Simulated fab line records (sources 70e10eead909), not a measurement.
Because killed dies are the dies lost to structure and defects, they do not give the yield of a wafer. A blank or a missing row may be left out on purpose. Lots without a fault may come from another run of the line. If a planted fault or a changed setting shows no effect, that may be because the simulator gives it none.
Struck lot and sound lot, side by side || flow nand-harc || 16 steps out of a route of 1302
Sound: these wafers, L654.2, L654.3, L654.4. Wafers struck: L653.1, L653.3, L653.6. The cause is given at the end.
At each step with rows: each side's tool, then ch and its chambers, then its first start. Under that, the readings that differ: sound wafers || struck wafers || difference of the means || sigmas: that difference in standard deviations of wafers without a fault.
alike: readings whose means differ by less than 2 such deviations, and words and numbers that are the same on both sides. not compared: withheld readings, readings that some wafer has no value for, bounds like >300 that may hide the same value, and numbers for which the record gives no deviation and whose values overlap.
Wherever a step has rows on one side only, a row that says differs or no value, or a row with sigmas, the two part there. Non-overlapping numbers with no deviation appear without sigmas and do not part them. A reading missing from all wafers of one side parts the sides only when that side holds two or more wafers.

first, 2 steps without rows for these wafers: NHARC_A_SOURCE_PLATE_SRD_01; NHARC_A_SOURCE_PLATE_OXIDE_02 (material SiO2, target thk 10 nm, ox time 1362 s).
NHARC_A_SOURCE_PLATE_THK_MEAS_09: measures by ellipsometry.
  struck on film-metro-01, day 13 10:52; sound on film-metro-02, day 13 23:52
  alike: thk-nm
then, 3 steps without rows for these wafers: NHARC_A_SOURCE_PLATE_PVD_04 (deposits WSi2, target thk 50 nm); NHARC_A_SOURCE_PLATE_CVD_03 (deposits poly-Si, target thk 200 nm, time 4000 s); NHARC_A_SOURCE_PLATE_ANNEAL_05 (time 1800 s).
NHARC_A_SOURCE_PLATE_THK_MEAS_06: measures by ellipsometry.
  struck on film-metro-02, day 14 01:41; sound on film-metro-01, day 14 12:47
{"reading": "thk-nm (nm)", "sound": "199.4 197.9 197.9", "struck": "205.2 203.8 204.2", "difference": "+6.0", "sigmas": "+3"}
NHARC_A_SOURCE_PLATE_INSPECT_08:
  struck on defect-inspect-02, day 14 01:46; sound on defect-inspect-01, day 14 12:51
  alike: raw-defect-count
following that, 1 step holds no rows for these wafers, namely NHARC_A_ONON_D1_DEP_00 (target thickness 1000 nm).
NHARC_A_ONON_D1_THK_MEAS_02: measures by ellipsometry.
  struck on film-metro-01, day 14 02:20; sound on film-metro-01, day 14 13:34
  alike: thk-nm
NHARC_A_ONON_D1_DEP_03: target thk 1000 nm.
  sound on pecvd-onon-01 ch 0, day 14 13:41; struck on pecvd-onon-01, day 14 02:23
  no value came back on the struck wafers for n2-flow-sccm (sccm), n2o-flow-sccm (sccm), sih4-flow-sccm (sccm); on the sound wafers n2-flow-sccm (sccm) reads 2748 2728 2724
then, 4 steps without rows for these wafers: NHARC_A_ONON_D1_DEP_06 (target thk 1000 nm); NHARC_A_ONON_D1_DEP_09 (target thk 1000 nm); NHARC_A_ONON_D1_DEP_12 (target thk 1000 nm); NHARC_A_ONON_D1_ANNEAL_15 (time 3600 s).
-- record jumps: 16 days between struck wafers' starts before vs after; left off in module A_ONON_D1, resumes in module END, first step shown is number 1302 of the route --
NHARC_END_SORT_01:
  sound on prober-01 ch 0, day 30 18:57; struck on prober-02 ch 0, day 30 10:28
{"reading": "killed-at-array", "sound": "59 66 75", "struck": "674 670 673", "difference": "+606", "sigmas": "+34"}
{"reading": "killed-dies", "sound": "65 70 81", "struck": "677 677 677", "difference": "+605", "sigmas": "+34"}
{"reading": "killed-short", "sound": "1 1 2", "struck": "5 3 5", "difference": "+3", "sigmas": "+2"}
  alike: killed-at-other, killed-at-periphery, killed-open

WHERE THEY PART
Last at NHARC_END_SORT_01 as far as this record goes, first at NHARC_A_SOURCE_PLATE_THK_MEAS_06.

WHY: whatever the simulator had introduced
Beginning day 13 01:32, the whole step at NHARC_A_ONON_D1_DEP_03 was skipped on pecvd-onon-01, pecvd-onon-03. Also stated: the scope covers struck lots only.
